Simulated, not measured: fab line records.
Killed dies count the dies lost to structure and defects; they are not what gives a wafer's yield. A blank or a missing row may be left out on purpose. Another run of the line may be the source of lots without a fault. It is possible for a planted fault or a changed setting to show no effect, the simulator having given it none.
Split-lot experiment	flow n5-finfet	route with 1938 steps; 7 lots, 21 wafers read

== ABOUT THE SPLIT ==
At N5_BEOL_M3_COAT_67 (time 60 s, resist thk 60 nm), the setting spin-rpm was moved away from the recipe's 1500 rpm on 6 of the 21 wafers read, by -10.2% to -2.9%. This setting was run at the recipe's value on the other wafers.

== FROM THE SPLIT TO THE READING: what the file shows between them, 9 steps ==
- N5_BEOL_M3_COAT_22: resist thk 30 nm (also split here: spin-rpm)
- N5_BEOL_M3_EBR_24
- N5_BEOL_M3_SOFTBAKE_23: time 60 s
- N5_BEOL_M3_EXPOSE_25: exposes mask V2, defocus 5 nm
- N5_BEOL_M3_PEB_26: peb time 60 s
- N5_BEOL_M3_DEVELOP_27: develop time 30 s
- N5_BEOL_M3_ETCH_70: etches SOC in N2/H2, target depth 80 nm, overetch 16 nm, time 120 s (also split here: source-w)
- N5_BEOL_M3_STRIP_71: strips in N2/H2
- N5_BEOL_M3_STRIP_78: strips in N2/H2

== THE READING ==
SOC_of_BEOL_M3_COAT_67.thk-nm (the simulator's own value, which no gauge read), in nm, at N5_BEOL_M3_VIA_ETCH_34 (etches the open film in C4F6/O2, target depth 69.4 nm, time 65.9 s). The file gives no usual value for it. Here, 15 wafers ran the recipe; their average is 52.1 nm with a standard deviation of 0.16 nm.

wafer	tool, chamber at the split	spin-rpm as run, rpm	against the recipe	SOC_of_BEOL_M3_COAT_67.thk-nm, nm	against lot-mates on the recipe
L075.1	litho-track-03, 0	1500	recipe	52.2	-
L075.2	litho-track-03, 0	1500	recipe	52	-
L075.6	litho-track-03, 0	1500	recipe	52.4	-
L078.1	litho-track-04, 0	1500	recipe	51.8	-
L078.3	litho-track-04, 0	1500	recipe	52	-
L078.5	litho-track-04, 0	1500	recipe	52.2	-
L079.1	litho-track-04, 0	1500	recipe	52.2	-
L079.6	litho-track-04, 0	1500	recipe	52.2	-
L079.3	litho-track-04, 0	1457	-2.9%	52.8	+0.6
L081.4	litho-track-03, 0	1448	-3.5%	53.2	+1.0
L081.5	litho-track-03, 0	1448	-3.5%	52.8	+0.6
L081.6	litho-track-03, 0	1500	recipe	52.2	-
L086.2	litho-track-02, 0	1500	recipe	52	-
L086.4	litho-track-02, 0	1500	recipe	52	-
L086.3	litho-track-02, 0	1439	-4.1%	54	+2.0
L089.2	litho-track-02, 0	1500	recipe	52	-
L089.3	litho-track-02, 0	1347	-10.2%	55.2	+3.2
L089.6	litho-track-02, 0	1347	-10.2%	55.6	+3.6
L090.1	litho-track-03, 0	1500	recipe	52	-
L090.4	litho-track-03, 0	1500	recipe	52	-
L090.5	litho-track-03, 0	1500	recipe	51.8	-

THE FIT
A straight line over all 21 wafers: SOC_of_BEOL_M3_COAT_67.thk-nm changes by -0.329 nm for each +1% of spin-rpm; r = -0.98; the points scatter about the line by 0.23 nm.
The same after taking each lot's own level away (the mean of its wafers on the recipe; 21 wafers): -0.332 nm for each +1%; r = -0.98; scatter 0.24 nm.
The reading moves by 3.4 nm for the largest change in spin-rpm, on that fit.
Measured against the standard deviation above, the lots' own levels, which go from 51.93 to 52.20 nm, span 1.7 times it.
Consequently the slope shifts little with the lot-to-lot level, the two slopes agreeing.
Check: for one of the wafers moved furthest among these (-10.2%), held out of the fit, the line's prediction against its lot-mates is +3.49 nm. It came out at +3.2 nm against them.

== FURTHER SPLITS ON THESE WAFERS ==
These wafers also went through other splits before the reading. Each is held against what the fit with the lots' levels taken away leaves over:
other split on the same wafers	wafers away from the commonest value	r with SOC_of_BEOL_M3_COAT_67.thk-nm (lot level and that fit taken away)
N5_BEOL_M0_SAQP_EXPOSE_11 dose-mj	6	+0.14
N5_BEOL_M1_HM_DEP_02 target-thk-a	8	+0.07
N5_BEOL_M1_COAT_05 spin-rpm	6	-0.08
N5_BEOL_M2_ILD_DEP_00 time-s	5	+0.09
N5_BEOL_M3_COAT_22 spin-rpm	8	-0.07
N5_BEOL_M3_ETCH_70 source-w	9	-0.48

== THE WHOLE CHAIN: every reading that the file lists as answering this split, in the file's order ==
step	what it does	reading	change (the file's fit)	r (the file's)
N5_BEOL_M3_COAT_67	time 60 s, resist thk 60 nm	SOC_of_BEOL_M3_COAT_67.thk-nm (the simulator's own value, which no gauge read)	-0.32 nm for each +1% of the setting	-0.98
N5_BEOL_M3_ETCH_70	etches SOC in N2/H2, target depth 80 nm, overetch 16 nm, time 120 s	etch.depth-nm (the simulator's own value, which no gauge read)	-0.321 nm for each +1% of the setting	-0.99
N5_BEOL_M3_VIA_ETCH_34	etches the open film in C4F6/O2, target depth 69.4 nm, time 65.9 s	SOC_of_BEOL_M3_COAT_67.thk-nm (the simulator's own value, which no gauge read)	-0.336 nm for each +1% of the setting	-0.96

== THE FILE'S OWN FIT ==
SOC_of_BEOL_M3_COAT_67.thk-nm changes by -0.336 nm for each +1% of spin-rpm, r = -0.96.
